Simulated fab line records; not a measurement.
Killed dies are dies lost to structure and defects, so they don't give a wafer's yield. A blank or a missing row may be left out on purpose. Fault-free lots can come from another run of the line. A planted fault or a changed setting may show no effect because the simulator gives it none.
Which of the tools did it? ; flow n5Finfet ; 32 wafers from 11 lots sampled at 3 of the route's 1938 steps

WHAT THE GAUGES SHOWED, per wafer
N5_PASSIVATION_CD_MEAS_44 targets a cd of 40000 nm. Usual: cdNm reads 40001 nm (standard deviation 3.6).
lot;measured;on;cdNm (nm);flag
L809;day 11 22:12;cdSem-03;40001 40003 39996;
L810;day 12 09:40;cdSem-01;39999 40002 40000;
L811;day 12 20:28;cdSem-02;40002 39998 40005;
L812;day 13 04:08;cdSem-03;40000 39997 40003;
L820;day 15 06:51;cdSem-03;40003 40001 40003;
L822;day 15 11:40;cdSem-03;40005 40003 40002;
L821;day 15 12:27;cdSem-02;40001 40002 40006;
L825;day 16 17:29;cdSem-02;40001 40000 40004;
L829;day 18 13:15;cdSem-01;39996 40000 40003;
L830;day 18 13:32;cdSem-03;40002 40004;
L832;day 19 03:50;cdSem-01;40002 40004 40003;

EACH LOT AND THE TOOL THAT RAN IT (in order: tool; ch and the chambers of the sampled wafers; start)
lot;N5_PASSIVATION_VIA_ETCH_13;N5_PASSIVATION_ETCH_59
L809;rieDiel-01 ch 0,2,3, day 11 18:00;rieMetal-03 ch 1, day 11 20:48
L810;rieDiel-01 ch 0,2, day 12 05:43;rieMetal-03 ch 1, day 12 08:24
L811;rieDiel-02 ch 0,1, day 12 17:08;rieMetal-03 ch 0,1, day 12 19:10
L812;rieDiel-02 ch 0,2,3, day 13 00:17;rieMetal-01 ch 0,1, day 13 02:50
L820;rieDiel-02 ch 0,1, day 15 03:55;rieMetal-02 ch 0,1, day 15 05:35
L822;rieDiel-06 ch 0,1,3, day 15 08:19;rieMetal-02 ch 0,1, day 15 10:26
L821;rieDiel-06 ch 1,3, day 15 08:47;rieMetal-01 ch 0,1, day 15 11:10
L825;rieDiel-01 ch 0,2,3, day 16 14:02;rieMetal-01 ch 0,1, day 16 16:12
L829;rieDiel-01 ch 1,2, day 18 10:04;rieMetal-01 ch 0,1, day 18 11:56
L830;rieDiel-06 ch 0,1, day 18 10:18;rieMetal-03 ch 1, day 18 12:10
L832;rieDiel-01 ch 0,1, day 19 00:40;rieMetal-02 ch 0,1, day 19 02:38
- N5_PASSIVATION_VIA_ETCH_13: etches SiO2 in CHF3/O2, target depth 660 nm, time 330 s.
- N5_PASSIVATION_ETCH_59: etches TaN in Cl2/BCl3, target depth 65 nm, time 34.9 s.

WHAT THE TOOLS THEMSELVES READ (means of the sampled wafers that have a number; where no wafer has one, the mark that the record gives instead)
N5_PASSIVATION_VIA_ETCH_13. Usual: drypumpMotorCurrentA 5.7 A, standard deviation 0.39; etchRfOnTimeS 236 s, standard deviation 5.6; oes_o_777_au 0.80 a.u., standard deviation 0.087; oesProductAu 0.71 a.u., standard deviation 0.082; rfVppV 521 V, standard deviation 8.3; showerheadPlenumPTorr 2.41 Torr, standard deviation 0.083; throttleValvePct 18.85 %, standard deviation 0.23.
lot;tool;drypumpMotorCurrentA (A);etchRfOnTimeS (s);oes_o_777_au (a.u.);oesProductAu (a.u.);rfVppV (V);showerheadPlenumPTorr (Torr);throttleValvePct (%);flag
L809;rieDiel-01;5.6;236;0.76;0.69;522;2.45;18.89;
L810;rieDiel-01;5.5;237;0.73;0.66;522;2.41;18.88;
L811;rieDiel-02;5.7;227;0.87;0.79;525;2.48;18.97;
L812;rieDiel-02;6.0;238;0.88;0.78;520;2.47;18.91;
L820;rieDiel-02;5.4;235;0.79;0.70;515;2.38;18.83;
L822;rieDiel-06;5.6;228;0.87;0.78;523;2.38;18.67;
L821;rieDiel-06;5.5;234;0.85;0.76;525;2.41;18.67;
L825;rieDiel-01;5.6;238;0.74;0.66;521;2.44;18.94;
L829;rieDiel-01;5.9;236;0.71;0.66;522;2.37;18.81;
L830;rieDiel-06;5.7;240;0.86;0.75;523;2.35;18.66;
L832;rieDiel-01;6.1;239;0.78;0.70;528;2.37;19.00;

N5_PASSIVATION_ETCH_59. Usual: drypumpMotorCurrentA 5.5 A, standard deviation 0.42; oesProductAu 0.82 a.u., standard deviation 0.072; throttleValvePct 21.1 %, standard deviation 0.35.
lot;tool;drypumpMotorCurrentA (A);oesProductAu (a.u.);throttleValvePct (%);flag
L809;rieMetal-03;5.3;0.75;21.3;
L810;rieMetal-03;5.3;0.74;21.3;
L811;rieMetal-03;5.5;0.83;21.4;
L812;rieMetal-01;5.1;0.83;21.1;
L820;rieMetal-02;6.0;0.89;20.8;
L822;rieMetal-02;6.0;0.87;20.8;
L821;rieMetal-01;5.1;0.81;21.1;
L825;rieMetal-01;5.1;0.80;21.1;
L829;rieMetal-01;5.1;0.75;20.9;
L830;rieMetal-03;5.3;0.71;21.3;
L832;rieMetal-02;6.1;0.86;21.1;

THE ANSWER, worked out from the rows above alone
Rule: lot off if the mean of its wafers having a number is beyond 3 standard deviations from the usual mean. Also off: a lot with no number at a reading for which 4 or more lots have one. All remaining lots with rows at the step are treated as sound. Order of review: gauges by route order, followed by the tools' own readings, for which a lot's mean as printed above is used. At the first step where some lot is off, the reading lying furthest off is the one used; lots without a number count as furthest.
No lot is off at any reading shown: from this, nothing can be told.

WHAT THE SIMULATOR HAD INSERTED
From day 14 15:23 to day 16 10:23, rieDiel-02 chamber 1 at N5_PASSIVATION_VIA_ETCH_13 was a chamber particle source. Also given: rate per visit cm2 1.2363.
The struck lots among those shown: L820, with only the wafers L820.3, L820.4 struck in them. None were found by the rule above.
